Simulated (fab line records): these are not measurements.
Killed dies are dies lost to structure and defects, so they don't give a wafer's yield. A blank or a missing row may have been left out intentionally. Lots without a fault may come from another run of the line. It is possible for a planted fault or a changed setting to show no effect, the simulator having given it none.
fab line records ; flow n5Finfet
record lots=7; wafers=21
route steps=1938 shown SDB@348 HKMG_FIN@402 GATE_CUT@500 MOL_CONTACT_COAG@565 BEOL_M2@867
startH: hours from the record's first day to the start of the lot's first wafer shown ; waitH: how many hours have passed since the lot's step before this one ; " the same as in the row above ; L1.1+2: a row that stands for several wafers ; - either no value or no given start ; * or withheld: withheld ; < > ~ a bound
route shown NAME@n: NAME is a module with steps in the file, n the number in the route of the first one ; usual: the fault-free wafers' mean and standard deviation ; same: alike in all rows ; chamber/n: place in a boat ; sites: readings site by site ; _std_site: how widely they spread, as a standard deviation ; _edge_site: mean of outer sites minus mean of inner sites ; radiusMm: for every site, how far away it sits from the centre of the wafer ; mask NAME#n: copy n ; behind: the most recent tool/chamber to have shaped the wafer ; hold: the reason the lot was held/the length of the hold in hours/how it ended ; device: transistor that didn't switch, given as n, p or np ; end of line: the tests these same wafers got at the end of their route ; a step without rows: its recipe alone ; killed: at the first sort, the dies lost to defects and structure; wafer yield is something else ; map: dies across one wafer; x = killed, . = not, _ = none there
set.NAME: setting as actually run; set.NAME@STEP: the setting as run at that earlier step ; model.NAME: the simulator's own value behind a step, which no gauge read
lots where settings were altered on purpose, with a table for each step and a row for each wafer
## steps
# step N5_SDB_COAT_03
# recipe resist=SOC; tempC=250; timeS=60; spinRpm=1500; resistThkNm=100
lot.wafer;tool;chamber;startH;waitH;set.spinRpm;model.SOC_of_SDB_COAT_03.thkNm
L075.2;lithoTrack-01;0;74.06;0.1;1500;99
L075.3;lithoTrack-01;0;74.06;0.1;1500;99.2
L075.5;lithoTrack-01;0;74.06;0.1;1500;99.4
L083.1;lithoTrack-02;0;120.87;0.1;1500;99.8
L083.2;lithoTrack-02;0;120.87;0.1;1500;100.4
L083.5;lithoTrack-02;0;120.87;0.1;1500;100
L087.2;lithoTrack-01;0;143.66;0.1;1398;103
L087.5;lithoTrack-01;0;143.66;0.1;1500;99.8
L087.6;lithoTrack-01;0;143.66;0.1;1398;103.4
L089.2;lithoTrack-03;0;155.54;0.1;1500;100.2
L089.5+6;lithoTrack-03;0;155.54;0.1;1500;100.4
L093.1;lithoTrack-03;0;182.74;0.1;1582;97.8
L093.2;lithoTrack-03;0;182.74;0.1;1500;100.6
L093.5;lithoTrack-03;0;182.74;0.1;1582;98
L094.1+3+4;lithoTrack-02;0;185.86;0.1;1500;99.8
L095.4;lithoTrack-03;0;192.21;0.0;1500;100
L095.5;lithoTrack-03;0;192.21;0.0;1434;102.2
L095.6;lithoTrack-03;0;192.21;0.0;1500;99.8
# step N5_SDB_COAT_04
# recipe resist=SiARC; tempC=220; timeS=60; spinRpm=1500; resistThkNm=18
# step N5_SDB_COAT_05
# recipe resist=CAR-ArF; spinRpm=1500; resistThkNm=90
# step N5_SDB_DESCUM_16
# recipe chemistry=O2; timeS=7.9; sourcePowerW=50; biasPowerW=20; pressureMtorr=20; rfFrequencyHz=2.712e+07; tempC=40; resist=CAR-ArF; o2FlowSccm=225
# step N5_SDB_ETCH_17
# recipe chemistry=CF4; target=SiARC; targetDepthA=234; maskMaterial=CAR-ArF; timeS=39; ionEnergyEv=80; pressureMtorr=40; sourceW=545; biasW=36; Ar_flow_sccm=100; cf4FlowSccm=100; ends=cleared
# step N5_SDB_ETCH_18
# recipe chemistry=N2/H2; target=SOC; targetDepthA=1000; overetchA=200; maskMaterial=SiARC; tempC=40; timeS=150; ionEnergyEv=200; pressureMtorr=30; sourceW=840; biasW=150; n2FlowSccm=200; h2FlowSccm=200
lot.wafer;tool;chamber;startH;waitH;set.spinRpm@SDB_COAT_03;model.etch.depthNm
L075.2;rieDiel-04;2;74.62;0.0;1500;99.1
L075.3;rieDiel-04;3;74.62;0.0;1500;99.23
L075.5;rieDiel-04;2;74.62;0.0;1500;99.45
L083.1;rieDiel-04;3;121.39;0.0;1500;99.79
L083.2;rieDiel-04;2;121.39;0.0;1500;100.4
L083.5;rieDiel-04;1;121.39;0.0;1500;99.92
L087.2;rieDiel-04;1;144.18;0.0;1398;103
L087.5;rieDiel-04;2;144.18;0.0;1500;99.83
L087.6;rieDiel-04;1;144.18;0.0;1398;103.4
L089.2;rieDiel-04;1;156.18;0.0;1500;100.2
L089.5+6;rieDiel-04;2,0;156.18;0.0;1500;100.4
L093.1;rieDiel-05;2;183.51;0.0;1582;97.86
L093.2;rieDiel-05;0;183.51;0.0;1500;100.7
L093.5;rieDiel-05;2;183.51;0.0;1582;98.06
L094.1;rieDiel-06;0;186.39;0.0;1500;99.74
L094.3;rieDiel-06;1;186.39;0.0;1500;99.77
L094.4;rieDiel-06;3;186.39;0.0;1500;99.8
L095.4;rieDiel-05;0;192.80;0.1;1500;99.99
L095.5;rieDiel-05;3;192.80;0.1;1434;102.2
L095.6;rieDiel-05;2;192.80;0.1;1500;99.82
# step N5_SDB_STRIP_19
# recipe chemistry=N2/H2; tempC=40; n2FlowSccm=200; h2FlowSccm=200; rfFrequencyHz=6e+07
# step N5_SDB_STRIP_21
# recipe chemistry=CF4; resist=SiARC; powerW=300; biasPowerW=75; pressureMtorr=50; cf4FlowSccm=150; rfFrequencyHz=6e+07
# step N5_SDB_HM_OPEN_20
# recipe chemistry=CH3F/O2; target=SiNx; maskMaterial=SOC; targetDepthA=240; stopOn=poly-Si; overEtchFrac=0.4; ionEnergyEv=120; pressureMtorr=30; sourceW=395; biasW=73; Ar_flow_sccm=150; CH3F_flow_sccm=30; O2_flow_sccm=20
lot.wafer;tool;chamber;startH;waitH;set.spinRpm@SDB_COAT_03;model.SOC_of_SDB_COAT_03.thkNm
L075.2;rieDiel-04;2;74.78;0.0;1500;83.4
L075.3+5;rieDiel-04;3,2;74.78;0.0;1500;83.6
L083.1;rieDiel-04;3;121.55;0.0;1500;84.4
L083.2;rieDiel-04;2;121.55;0.0;1500;84.8
L083.5;rieDiel-04;1;121.55;0.0;1500;84.2
L087.2;rieDiel-04;1;144.34;0.0;1398;87.4
L087.5;rieDiel-04;2;144.34;0.0;1500;84
L087.6;rieDiel-04;1;144.34;0.0;1398;87.8
L089.2+5;rieDiel-04;1,2;156.33;0.0;1500;84.8
L089.6;rieDiel-04;0;156.33;0.0;1500;83.8
L093.1;rieDiel-05;2;183.67;0.0;1582;81.8
L093.2;rieDiel-05;0;183.67;0.0;1500;84.6
L093.5;rieDiel-05;2;183.67;0.0;1582;82
L094.1;rieDiel-06;0;186.55;0.0;1500;84
L094.3;rieDiel-06;1;186.55;0.0;1500;84.6
L094.4;rieDiel-06;3;186.55;0.0;1500;83.4
L095.4+6;rieDiel-05;0,2;192.92;0.0;1500;83.8
L095.5;rieDiel-05;3;192.92;0.0;1434;86.4
# step N5_SDB_STRIP_22
# recipe chemistry=N2/H2; powerW=1000; tempC=250; h2Frac=0.65; overashFraction=0.3; pressureMtorr=withheld; n2FlowSccm=1750; h2FlowSccm=3250
# usual stripTimeToEndpointS=96.3/0.52
lot.wafer;tool;chamber;startH;waitH;set.spinRpm@SDB_COAT_03;stripTimeToEndpointS
L075.2;plasmaAsher-02;0;74.86;0.1;1500;95.6
L075.3;plasmaAsher-02;0;74.86;0.1;1500;95.8
L075.5;plasmaAsher-02;0;74.86;0.1;1500;95.9
L083.1;plasmaAsher-02;0;121.98;0.4;1500;96.6
L083.2;plasmaAsher-02;1;121.98;0.4;1500;97.0
L083.5;plasmaAsher-02;1;121.98;0.4;1500;96.5
L087.2;plasmaAsher-01;1;144.44;0.1;1398;99.3
L087.5;plasmaAsher-01;0;144.44;0.1;1500;96.1
L087.6;plasmaAsher-01;1;144.44;0.1;1398;99.7
L089.2;plasmaAsher-01;0;156.41;0.1;1500;97.0
L089.5;plasmaAsher-01;1;156.41;0.1;1500;96.9
L089.6;plasmaAsher-01;0;156.41;0.1;1500;96.1
L093.1;plasmaAsher-02;0;183.76;0.1;1582;94.1
L093.2;plasmaAsher-02;1;183.76;0.1;1500;96.8
L093.5;plasmaAsher-02;0;183.76;0.1;1582;94.4
L094.1;plasmaAsher-02;0;186.63;0.1;1500;96.1
L094.3;plasmaAsher-02;1;186.63;0.1;1500;96.7
L094.4;plasmaAsher-02;0;186.63;0.1;1500;95.6
L095.4;plasmaAsher-01;1;193.01;0.1;1500;96.1
L095.5;plasmaAsher-01;1;193.01;0.1;1434;98.4
L095.6;plasmaAsher-01;0;193.01;0.1;1500;96.0
# step N5_HKMG_FIN_ETCH_54
# recipe chemistry=CF4; target=SiARC; targetDepthA=455; maskMaterial=CAR-ArF; timeS=75.8; ionEnergyEv=80; pressureMtorr=40; sourceW=545; biasW=36; Ar_flow_sccm=100; cf4FlowSccm=100; ends=cleared
# usual rfVppV=184.5/1.2
lot.wafer;tool;chamber;startH;waitH;set.sourceW;rfVppV
L075.2;rieDiel-05;2;80.31;0.0;577.6;183.5
L075.3;rieDiel-05;1;80.31;0.0;545;183.6
L075.5;rieDiel-05;0;80.31;0.0;577.6;182.5
L083.1;rieDiel-05;3;127.38;0.0;545;182.1
L083.2;rieDiel-05;2;127.38;0.0;545;185.4
L083.5;rieDiel-05;0;127.38;0.0;545;185.7
L087.2;rieDiel-06;3;150.13;0.0;545;185.0
L087.5;rieDiel-06;3;150.13;0.0;545;183.5
L087.6;rieDiel-06;2;150.13;0.0;545;185.1
L089.2;rieDiel-05;2;161.80;0.0;473.4;193.9
L089.5;rieDiel-05;2;161.80;0.0;473.4;193.8
L089.6;rieDiel-05;3;161.80;0.0;545;185.2
L093.1;rieDiel-04;2;189.47;0.0;545;185.6
L093.2;rieDiel-04;1;189.47;0.0;577.5;181.9
L093.5;rieDiel-04;1;189.47;0.0;577.5;181.3
L094.1;rieDiel-06;2;193.05;0.0;545;186.3
L094.3;rieDiel-06;0;193.05;0.0;625.4;174.6
L094.4;rieDiel-06;3;193.05;0.0;545;182.8
L095.4;rieDiel-06;2;198.43;0.0;545;184.5
L095.5;rieDiel-06;0;198.43;0.0;505.4;188.5
L095.6;rieDiel-06;3;198.43;0.0;505.4;188.1
# step N5_GATE_CUT_CUT_ETCH_53
# recipe chemistry=SF6/Cl2; target=W; maskMaterial=SiO2; targetDepthA=792; pressureMtorr=8; icpW=900; biasW=80; SF6_flow_sccm=40; Cl2_flow_sccm=60; ends=cleared
# usual etchRfOnTimeS=26.4/0.8
lot.wafer;tool;chamber;startH;waitH;set.icpW;etchRfOnTimeS
L075.2;rieMetal-02;0;93.18;0.1;900;27.7
L075.3;rieMetal-02;0;93.18;0.1;900;27.5
L075.5;rieMetal-02;1;93.18;0.1;900;25.7
L083.1;rieMetal-01;0;139.52;0.1;900;25.6
L083.2;rieMetal-01;1;139.52;0.1;900;26.1
L083.5;rieMetal-01;0;139.52;0.1;900;25.4
L087.2;rieMetal-02;1;162.54;0.1;986;23.6
L087.5;rieMetal-02;1;162.54;0.1;986;23.8
L087.6;rieMetal-02;0;162.54;0.1;900;27.2
L089.2;rieMetal-01;1;174.06;0.1;900;26.2
L089.5;rieMetal-01;1;174.06;0.1;900;26.1
L089.6;rieMetal-01;0;174.06;0.1;900;25.4
L093.1;rieMetal-01;0;201.36;0.1;900;25.5
L093.2;rieMetal-01;1;201.36;0.1;900;26.3
L093.5;rieMetal-01;0;201.36;0.1;900;25.8
L094.1;rieMetal-01;0;205.26;0.1;740.7;30.3
L094.3;rieMetal-01;1;205.26;0.1;900;26.3
L094.4;rieMetal-01;0;205.26;0.1;740.7;30.7
L095.4;rieMetal-02;1;211.07;0.0;900;25.5
L095.5;rieMetal-02;0;211.07;0.0;900;27.1
L095.6;rieMetal-02;1;211.07;0.0;900;25.6
# step N5_MOL_CONTACT_COAG_COAT_76
# recipe resist=SiARC; tempC=220; timeS=60; spinRpm=1500; resistThkNm=10
lot.wafer;tool;chamber;startH;waitH;set.spinRpm;model.SiARC_of_MOL_CONTACT_COAG_COAT_76.thkNm
L075.2+5;lithoTrack-02;0;-;-;1500;10
L075.3;lithoTrack-02;0;-;-;1373;10.4
L083.1+2+5;lithoTrack-02;0;-;-;1500;10
L087.2+5+6;lithoTrack-05;0;-;-;1500;10
L089.2+6;lithoTrack-01;0;-;-;1500;10
L089.5;lithoTrack-01;0;-;-;1384;10.4
L093.1+2+5;lithoTrack-01;0;-;-;1500;10
L094.1+3+4;lithoTrack-02;0;-;-;1348;10.6
L095.4+6;lithoTrack-05;0;-;-;1601;9.6
L095.5;lithoTrack-05;0;-;-;1500;10
# step N5_MOL_CONTACT_COAG_COAT_77
# recipe resist=underlayer; tempC=205; timeS=60; spinRpm=1500; resistThkNm=10
# step N5_MOL_CONTACT_COAG_COAT_78
# recipe resist=CAR-EUV; spinRpm=1500; resistThkNm=40
# step N5_MOL_CONTACT_COAG_DESCUM_88
# recipe chemistry=O2; timeS=7; sourcePowerW=50; biasPowerW=20; pressureMtorr=20; rfFrequencyHz=2.712e+07; tempC=40; resist=CAR-EUV; o2FlowSccm=225
# step N5_MOL_CONTACT_COAG_ETCH_89
# recipe chemistry=N2/H2; target=underlayer; targetDepthA=130; maskMaterial=CAR-EUV; timeS=10.4; ionEnergyEv=200; pressureMtorr=30; sourceW=840; biasW=150; n2FlowSccm=200; h2FlowSccm=200; ends=cleared
# step N5_MOL_CONTACT_COAG_ETCH_90
# recipe chemistry=CF4; target=SiARC; targetDepthA=130; maskMaterial=CAR-EUV; timeS=21.7; ionEnergyEv=80; pressureMtorr=40; sourceW=545; biasW=36; Ar_flow_sccm=100; cf4FlowSccm=100; ends=cleared
lot.wafer;tool;chamber;startH;waitH;set.spinRpm@MOL_CONTACT_COAG_COAT_76;model.etch.depthNm
L075.2;rieDiel-05;2;105.12;0.0;1500;9.985
L075.3;rieDiel-05;0;105.12;0.0;1373;10.46
L075.5;rieDiel-05;2;105.12;0.0;1500;10
L083.1;rieDiel-06;1;155.63;0.0;1500;9.976
L083.2;rieDiel-06;2;155.63;0.0;1500;10
L083.5;rieDiel-06;1;155.63;0.0;1500;9.991
L087.2;rieDiel-04;1;179.25;0.0;1500;10
L087.5;rieDiel-04;0;179.25;0.0;1500;10.01
L087.6;rieDiel-04;1;179.25;0.0;1500;9.999
L089.2;rieDiel-06;0;191.39;0.0;1500;9.973
L089.5;rieDiel-06;1;191.39;0.0;1384;10.41
L089.6;rieDiel-06;0;191.39;0.0;1500;9.987
L093.1+5;rieDiel-05;3,1;215.34;0.0;1500;10.01
L093.2;rieDiel-05;1;215.34;0.0;1500;9.997
L094.1+4;rieDiel-04;1,3;219.09;0.0;1348;10.53
L094.3;rieDiel-04;3;219.09;0.0;1348;10.56
L095.4;rieDiel-06;0;224.63;0.0;1601;9.665
L095.5;rieDiel-06;1;224.63;0.0;1500;9.991
L095.6;rieDiel-06;0;224.63;0.0;1601;9.662
# step N5_MOL_CONTACT_COAG_VIA_ETCH_117
# recipe chemistry=C4F6/O2; targetDepthA=400; overetchA=80; maskMaterial=SOC; target=SiO2; biasW=455; pressureMtorr=10; timeS=26; sourceW=325; Ar_flow_sccm=300; C4F6_flow_sccm=10; O2_flow_sccm=10; ionEnergyEv=575.3; ends=endPoint
# usual rfVppV=1580/62
lot.wafer;tool;chamber;startH;waitH;set.biasW;rfVppV
L075.2;rieDiel-04;1;106.97;0.0;455;1547
L075.3;rieDiel-04;0;106.97;0.0;455;1539
L075.5;rieDiel-04;1;106.97;0.0;376.8;1342
L083.1;rieDiel-04;2;158.91;0.0;455;1628
L083.2;rieDiel-04;0;158.91;0.0;455;1541
L083.5;rieDiel-04;0;158.91;0.0;455;1540
L087.2;rieDiel-06;1;181.40;0.0;455;1643
L087.5;rieDiel-06;3;181.40;0.0;455;1658
L087.6;rieDiel-06;0;181.40;0.0;455;1698
L089.2;rieDiel-05;2;193.18;0.0;434.4;1427
L089.5;rieDiel-05;3;193.18;0.0;455;1490
L089.6;rieDiel-05;2;193.18;0.0;455;1479
L093.1;rieDiel-06;1;217.41;0.0;455;1643
L093.2;rieDiel-06;0;217.41;0.0;526.5;1887
L093.5;rieDiel-06;2;217.41;0.0;526.5;1767
L094.1;rieDiel-05;2;221.96;0.0;407.5;1360
L094.3;rieDiel-05;0;221.96;0.0;407.5;1492
L094.4;rieDiel-05;1;221.96;0.0;455;1623
L095.4;rieDiel-04;1;226.46;0.0;455;1544
L095.5;rieDiel-04;3;226.46;0.0;455;1580
L095.6;rieDiel-04;0;226.46;0.0;533.4;1730
# step N5_MOL_CONTACT_COAG_ETCH_124
# recipe chemistry=CH3F/O2; target=SiNx; targetDepthA=65; maskMaterial=SOC; stopOn=SiOC; overEtchFrac=0.3; ionEnergyEv=120; pressureMtorr=30; sourceW=395; biasW=73; Ar_flow_sccm=150; CH3F_flow_sccm=30; O2_flow_sccm=20; ends=endPoint
# usual rfVppV=296/12
lot.wafer;tool;chamber;startH;waitH;set.biasW;rfVppV
L075.2;rieDiel-04;1;107.00;0.0;69.45;280
L075.3;rieDiel-04;0;107.00;0.0;69.45;276
L075.5;rieDiel-04;1;107.00;0.0;73;290
L083.1;rieDiel-04;2;158.94;0.0;73;306
L083.2;rieDiel-04;0;158.94;0.0;73;289
L083.5;rieDiel-04;0;158.94;0.0;73;290
L087.2;rieDiel-06;1;181.42;0.0;73;308
L087.5;rieDiel-06;3;181.42;0.0;73;311
L087.6;rieDiel-06;0;181.42;0.0;81.83;347
L089.2;rieDiel-05;2;193.20;0.0;77.61;290
L089.5;rieDiel-05;3;193.20;0.0;77.61;294
L089.6;rieDiel-05;2;193.20;0.0;73;278
L093.1;rieDiel-06;1;217.44;0.0;73;308
L093.2;rieDiel-06;0;217.44;0.0;67.87;301
L093.5;rieDiel-06;2;217.44;0.0;73;297
L094.1;rieDiel-05;2;221.99;0.0;73;276
L094.3;rieDiel-05;0;221.99;0.0;73;304
L094.4;rieDiel-05;1;221.99;0.0;80.76;330
L095.4;rieDiel-04;1;226.50;0.0;61.46;253
L095.5;rieDiel-04;3;226.50;0.0;73;296
L095.6;rieDiel-04;0;226.50;0.0;73;288
# step N5_BEOL_M2_COAT_67
# recipe resist=SOC; tempC=250; timeS=60; spinRpm=1500; resistThkNm=60
lot.wafer;tool;chamber;startH;waitH;set.spinRpm;model.SOC_of_BEOL_M2_COAT_67.thkNm
L075.2+3;lithoTrack-04;0;141.63;0.0;1420;61.8
L075.5;lithoTrack-04;0;141.63;0.0;1500;60
L083.1;lithoTrack-04;0;188.56;0.0;1500;59.8
L083.2+5;lithoTrack-04;0;188.56;0.0;1500;60
L087.2+6;lithoTrack-02;0;216.01;0.0;1500;60.2
L087.5;lithoTrack-02;0;216.01;0.0;1500;59.8
L089.2;lithoTrack-02;0;222.61;0.0;1500;59.8
L089.5+6;lithoTrack-02;0;222.61;0.0;1500;60
L093.1;lithoTrack-04;0;252.17;0.0;1500;60.2
L093.2;lithoTrack-04;0;252.17;0.0;1500;60
L093.5;lithoTrack-04;0;252.17;0.0;1375;62.6
L094.1+4;lithoTrack-04;0;252.48;0.0;1500;59.8
L094.3;lithoTrack-04;0;252.48;0.0;1626;57.4
L095.4+6;lithoTrack-02;0;266.96;0.0;1500;60
L095.5;lithoTrack-02;0;266.96;0.0;1500;59.8
# step N5_BEOL_M2_DESCUM_33
# recipe chemistry=O2; timeS=7; sourcePowerW=50; biasPowerW=20; pressureMtorr=20; rfFrequencyHz=2.712e+07; tempC=40; resist=CAR-EUV; o2FlowSccm=225
lot.wafer;tool;chamber;startH;waitH;set.timeS;model.CAR-EUV_of_BEOL_M2_COAT_22.thkNm
L075.2+3+5;rieDiel-04;2,3,2;142.07;0.1;7;26
L083.1+2+5;rieDiel-04;3,0,1;189.20;0.1;7;25.8
L087.2+5;rieDiel-06;3;216.79;0.4;8.03;25.6
L087.6;rieDiel-06;0;216.79;0.4;8.03;25.8
L089.2+5+6;rieDiel-04;3,0,1;223.33;0.2;7;26
L093.1;rieDiel-05;3;253.55;0.9;7;25.8
L093.2;rieDiel-05;0;253.55;0.9;7;26
L093.5;rieDiel-05;0;253.55;0.9;6.423;26.2
L094.1+3;rieDiel-04;2,3;253.60;0.7;7;26
L094.4;rieDiel-04;0;253.60;0.7;7.463;25.6
L095.4;rieDiel-05;1;267.40;0.0;7.778;25.6
L095.5+6;rieDiel-05;3,2;267.40;0.0;7;26
# step N5_BEOL_M2_ETCH_77
# recipe chemistry=N2/H2; target=underlayer; targetDepthA=65; maskMaterial=CAR-EUV; timeS=5.2; ionEnergyEv=200; pressureMtorr=30; sourceW=840; biasW=150; n2FlowSccm=200; h2FlowSccm=200; ends=cleared
# step N5_BEOL_M2_ETCH_69
# recipe chemistry=CF4; target=SiARC; targetDepthA=156; maskMaterial=CAR-EUV; timeS=26; ionEnergyEv=80; pressureMtorr=40; sourceW=545; biasW=36; Ar_flow_sccm=100; cf4FlowSccm=100; ends=cleared
# step N5_BEOL_M2_ALD_98
# recipe material=SiO2; targetThkA=25; tempC=100; aldPrecursorFamily=BDEAS; aldCoReactant=O2-plasma; pulseTimeS=1; coReactantPulseTimeS=1; purgeTimeS=2; coReactantPurgeTimeS=2; aldCycles=17; pressureTorr=2
# step N5_BEOL_M2_ETCHBACK_99
# recipe chemistry=CHF3; target=SiO2; targetDepthA=50; timeS=10.4; sourceW=215; biasW=47; Ar_flow_sccm=200; CHF3_flow_sccm=12; ionEnergyEv=100; pressureMtorr=30
# step N5_BEOL_M2_ETCH_70
# recipe chemistry=N2/H2; target=SOC; targetDepthA=800; overetchA=240; maskMaterial=SiARC; tempC=40; timeS=130; ionEnergyEv=200; pressureMtorr=30; sourceW=840; biasW=150; n2FlowSccm=200; h2FlowSccm=200
lot.wafer;tool;chamber;startH;waitH;set.spinRpm@BEOL_M2_COAT_67;model.etch.depthNm
L075.2;rieDiel-05;2;142.65;0.0;1420;61.7
L075.3;rieDiel-05;0;142.65;0.0;1420;61.8
L075.5;rieDiel-05;1;142.65;0.0;1500;59.98
L083.1;rieDiel-05;1;197.43;0.0;1500;59.86
L083.2;rieDiel-05;0;197.43;0.0;1500;59.98
L083.5;rieDiel-05;1;197.43;0.0;1500;59.93
L087.2;rieDiel-04;3;219.96;0.0;1500;60.2
L087.5;rieDiel-04;0;219.96;0.0;1500;59.82
L087.6;rieDiel-04;1;219.96;0.0;1500;60.1
L089.2;rieDiel-04;3;224.72;0.0;1500;59.89
L089.5;rieDiel-04;0;224.72;0.0;1500;59.98
L089.6;rieDiel-04;3;224.72;0.0;1500;60.02
L093.1;rieDiel-05;3;262.39;0.0;1500;60.15
L093.2;rieDiel-05;2;262.39;0.0;1500;60.1
L093.5;rieDiel-05;0;262.39;0.0;1375;62.69
L094.1;rieDiel-04;3;262.48;0.0;1500;59.77
L094.3;rieDiel-04;1;262.48;0.0;1626;57.47
L094.4;rieDiel-04;0;262.48;0.0;1500;59.71
L095.4;rieDiel-06;0;269.39;0.0;1500;60.05
L095.5;rieDiel-06;2;269.39;0.0;1500;59.87
L095.6;rieDiel-06;3;269.39;0.0;1500;59.91
# step N5_BEOL_M2_STRIP_71
# recipe chemistry=N2/H2; tempC=40; n2FlowSccm=200; h2FlowSccm=200; rfFrequencyHz=6e+07
# step N5_BEOL_M2_STRIP_78
# recipe chemistry=N2/H2; tempC=40; n2FlowSccm=200; h2FlowSccm=200; rfFrequencyHz=6e+07
# step N5_BEOL_M2_VIA_ETCH_34
# recipe chemistry=C4F6/O2; targetDepthA=694; maskMaterial=SOC; pressureMtorr=15; ionEnergyEv=250; taperDeg=4; timeS=65.9; sourceW=350; biasW=170; Ar_flow_sccm=300; C4F6_flow_sccm=10; O2_flow_sccm=10
lot.wafer;tool;chamber;startH;waitH;set.spinRpm@BEOL_M2_COAT_67;model.SOC_of_BEOL_M2_COAT_67.thkNm
L075.2;rieDiel-05;2;142.76;0.0;1420;53.4
L075.3;rieDiel-05;0;142.76;0.0;1420;53.8
L075.5;rieDiel-05;1;142.76;0.0;1500;52
L083.1+5;rieDiel-05;1;197.54;0.0;1500;51.6
L083.2;rieDiel-05;0;197.54;0.0;1500;52
L087.2+6;rieDiel-04;3,1;220.07;0.0;1500;51.8
L087.5;rieDiel-04;0;220.07;0.0;1500;51.4
L089.2+5;rieDiel-04;3,0;224.83;0.0;1500;51.6
L089.6;rieDiel-04;3;224.83;0.0;1500;51.8
L093.1;rieDiel-05;3;262.50;0.0;1500;52.2
L093.2;rieDiel-05;2;262.50;0.0;1500;51.6
L093.5;rieDiel-05;0;262.50;0.0;1375;54.6
L094.1;rieDiel-04;3;262.59;0.0;1500;51.4
L094.3;rieDiel-04;1;262.59;0.0;1626;48.8
L094.4;rieDiel-04;0;262.59;0.0;1500;51.2
L095.4;rieDiel-06;0;269.48;0.0;1500;52.2
L095.5+6;rieDiel-06;2,3;269.48;0.0;1500;51.6
## key
split step=N5_SDB_COAT_03; setting=spinRpm; stated=1500; by=wafer
response step=N5_SDB_COAT_03; reading=model.SOC_of_SDB_COAT_03.thkNm; change=-0.503; per=1%; r=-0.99
response step=N5_SDB_ETCH_18; reading=model.etch.depthNm; change=-0.5; per=1%; r=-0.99
response step=N5_SDB_HM_OPEN_20; reading=model.SOC_of_SDB_COAT_03.thkNm; change=-0.531; per=1%; r=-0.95
response step=N5_SDB_STRIP_22; reading=stripTimeToEndpointS; change=*; per=1%; r=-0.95
split step=N5_HKMG_FIN_ETCH_54; setting=sourceW; stated=545; by=wafer
response step=N5_HKMG_FIN_ETCH_54; reading=rfVppV; change=-0.61; per=1%; r=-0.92
split step=N5_GATE_CUT_CUT_ETCH_53; setting=icpW; stated=900; by=wafer
response step=N5_GATE_CUT_CUT_ETCH_53; reading=etchRfOnTimeS; change=*; per=1%; r=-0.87
split step=N5_MOL_CONTACT_COAG_COAT_76; setting=spinRpm; stated=1500; by=wafer
response step=N5_MOL_CONTACT_COAG_COAT_76; reading=model.SiARC_of_MOL_CONTACT_COAG_COAT_76.thkNm; change=-0.0519; per=1%; r=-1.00
response step=N5_MOL_CONTACT_COAG_ETCH_90; reading=model.etch.depthNm; change=-0.0535; per=1%; r=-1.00
split step=N5_MOL_CONTACT_COAG_VIA_ETCH_117; setting=biasW; stated=455; by=wafer
response step=N5_MOL_CONTACT_COAG_VIA_ETCH_117; reading=rfVppV; change=+12; per=1%; r=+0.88
split step=N5_MOL_CONTACT_COAG_ETCH_124; setting=biasW; stated=73; by=wafer
response step=N5_MOL_CONTACT_COAG_ETCH_124; reading=rfVppV; change=+2.68; per=1%; r=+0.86
split step=N5_BEOL_M2_COAT_67; setting=spinRpm; stated=1500; by=wafer
response step=N5_BEOL_M2_COAT_67; reading=model.SOC_of_BEOL_M2_COAT_67.thkNm; change=-0.3; per=1%; r=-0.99
response step=N5_BEOL_M2_ETCH_70; reading=model.etch.depthNm; change=-0.296; per=1%; r=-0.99
response step=N5_BEOL_M2_VIA_ETCH_34; reading=model.SOC_of_BEOL_M2_COAT_67.thkNm; change=-0.309; per=1%; r=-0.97
split step=N5_BEOL_M2_DESCUM_33; setting=timeS; stated=7; by=wafer
response step=N5_BEOL_M2_DESCUM_33; reading=model.CAR-EUV_of_BEOL_M2_COAT_22.thkNm; change=-0.0407; per=1%; r=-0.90
